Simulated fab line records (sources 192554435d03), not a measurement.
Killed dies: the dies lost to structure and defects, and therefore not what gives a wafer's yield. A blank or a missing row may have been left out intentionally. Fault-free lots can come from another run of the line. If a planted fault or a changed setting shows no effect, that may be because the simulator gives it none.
Check for tools in common ; flow n5Finfet ; 27 wafers sampled across 9 lots

## REASON FOR OPENING
Of 9 lots, 2 have the reading M9_ILD_THK flagged at N5_BEOL_M9_THK_MEAS_01. Wafers without a fault read 268 nm, standard deviation 4.
Rule: a lot is flagged when every wafer of it that has a number lies more than 4 standard deviations from that mean, or none has a number. The other lots count as sound.

lot;measured;on;M9_ILD_THK (nm), wafer by wafer;flag
L501;day 9 03:19;filmMetro-02;546 547 552;FLAGGED
L502;day 10 00:16;filmMetro-02;542 550 551;FLAGGED
L509;day 11 05:58;filmMetro-02;265 267 270;
L510;day 11 10:40;filmMetro-01;266 268 270;
L512;day 12 01:28;filmMetro-01;264 265 272;
L515;day 13 03:58;filmMetro-02;269 269 274;
L518;day 13 13:27;filmMetro-02;263 264 266;
L520;day 14 06:37;filmMetro-01;264 269 272;
L521;day 14 15:19;filmMetro-02;267 270 277;
The numbers of the flagged lots are 548 nm on average: +280 nm against the usual, or +70 standard deviations.

## TOOL THAT RAN EACH LOT
Before the reading, the record contains 3 process steps out of a 1938-step route. Every cell lists first the tool, next ch and the chambers used by the sampled wafers, and last the start.
lot;flag;N5_BEOL_M8_ETCH_41;N5_BEOL_M8_PRE_CLEAN_45;N5_BEOL_M9_ILD_DEP_00
L501;FLAGGED;rieDiel-03 ch 0,2, day 9 00:17 or earlier;pvdSputter-03, day 9 00:17;pecvd-01 ch 0,1, day 9 02:24
L502;FLAGGED;rieDiel-01 ch 0,1,3, day 9 19:59 or earlier;pvdSputter-03, day 9 19:59;pecvd-03 ch 0,1, day 9 22:32
L509;;rieDiel-01 ch 0,1,2, day 11 03:36 or earlier;pvdSputter-02, day 11 03:36;pecvd-03 ch 0,1, day 11 05:22
L510;;rieDiel-03 ch 0,2,3, day 11 08:26 or earlier;pvdSputter-03, day 11 08:26;pecvd-03 ch 0,1, day 11 10:04
L512;;rieDiel-04 ch 0,1,3, day 11 22:50 or earlier;pvdSputter-03, day 11 22:50;pecvd-03 ch 0,1, day 12 00:52
L515;;rieDiel-01 ch 0,2,3, day 13 00:59 or earlier;pvdSputter-03, day 13 00:59;pecvd-01 ch 0,1, day 13 03:22
L518;;rieDiel-04 ch 0,2, day 13 09:49 or earlier;pvdSputter-01, day 13 09:49;pecvd-02 ch 0, day 13 12:50
L520;;rieDiel-03 ch 1,2, day 14 04:22 or earlier;pvdSputter-02, day 14 04:22;pecvd-02 ch 0,1, day 14 06:02
L521;;rieDiel-04 ch 1,2,3, day 14 13:01 or earlier;pvdSputter-02, day 14 13:01;pecvd-01 ch 0,2, day 14 14:43
What the steps here do:
- N5_BEOL_M8_ETCH_41: etches SiCN in CH3F/O2, target depth 31.9 nm, time 57.8 s.
- N5_BEOL_M8_PRE_CLEAN_45: time 30 s.
- N5_BEOL_M9_ILD_DEP_00: deposits SiCOH lowk from DEMS/porogen, target thk 308.51 nm, time 58 s.
- N5_BEOL_M9_THK_MEAS_01

## FLAGGED OVER TOTAL, TOOL BY TOOL (the gauges that took the reading come last)
step;tool;lots run;flagged;share of the flagged lots;sound lots run after its first flagged lot
N5_BEOL_M8_ETCH_41;rieDiel-01;3;1;some;2 (L509,L515)
N5_BEOL_M8_ETCH_41;rieDiel-03;3;1;some;2 (L510,L520)
N5_BEOL_M8_ETCH_41;rieDiel-04;3;0;none;-
N5_BEOL_M8_PRE_CLEAN_45;pvdSputter-01;1;0;none;-
N5_BEOL_M8_PRE_CLEAN_45;pvdSputter-02;3;0;none;-
N5_BEOL_M8_PRE_CLEAN_45;pvdSputter-03;5;2;all;3 (L510,L512,L515)
N5_BEOL_M9_ILD_DEP_00;pecvd-01;3;1;some;2 (L515,L521)
N5_BEOL_M9_ILD_DEP_00;pecvd-02;2;0;none;-
N5_BEOL_M9_ILD_DEP_00;pecvd-03;4;1;some;3 (L509,L510,L512)
N5_BEOL_M9_THK_MEAS_01;filmMetro-01;3;0;none;-
N5_BEOL_M9_THK_MEAS_01;filmMetro-02;6;2;all;4 (L509,L515,L518,L521)
Because N5_BEOL_M8_ETCH_41 lacks a start for some lots, the hours and order of its lots are taken from N5_BEOL_M8_PRE_CLEAN_45.

## WHAT THE TABLE PERMITS
In 2 table rows, all flagged lots were run: pvdSputter-03 (N5_BEOL_M8_PRE_CLEAN_45), filmMetro-02 (N5_BEOL_M9_THK_MEAS_01).
- pvdSputter-03 at N5_BEOL_M8_PRE_CLEAN_45: 2 of its 5 lots flagged. Sound lots ran on it after the first flagged one (L510, L512, L515), which a lasting fault on the whole tool wouldn't allow.
- filmMetro-02 at N5_BEOL_M9_THK_MEAS_01: 2 of its 6 lots flagged. Sound lots ran on it after the first flagged one (L509, L515, L518, L521), which a lasting fault on the whole tool wouldn't allow.
Every row of the table either missed a flagged lot or ran a sound lot after the first.

## WHAT THE SIMULATOR PUT IN
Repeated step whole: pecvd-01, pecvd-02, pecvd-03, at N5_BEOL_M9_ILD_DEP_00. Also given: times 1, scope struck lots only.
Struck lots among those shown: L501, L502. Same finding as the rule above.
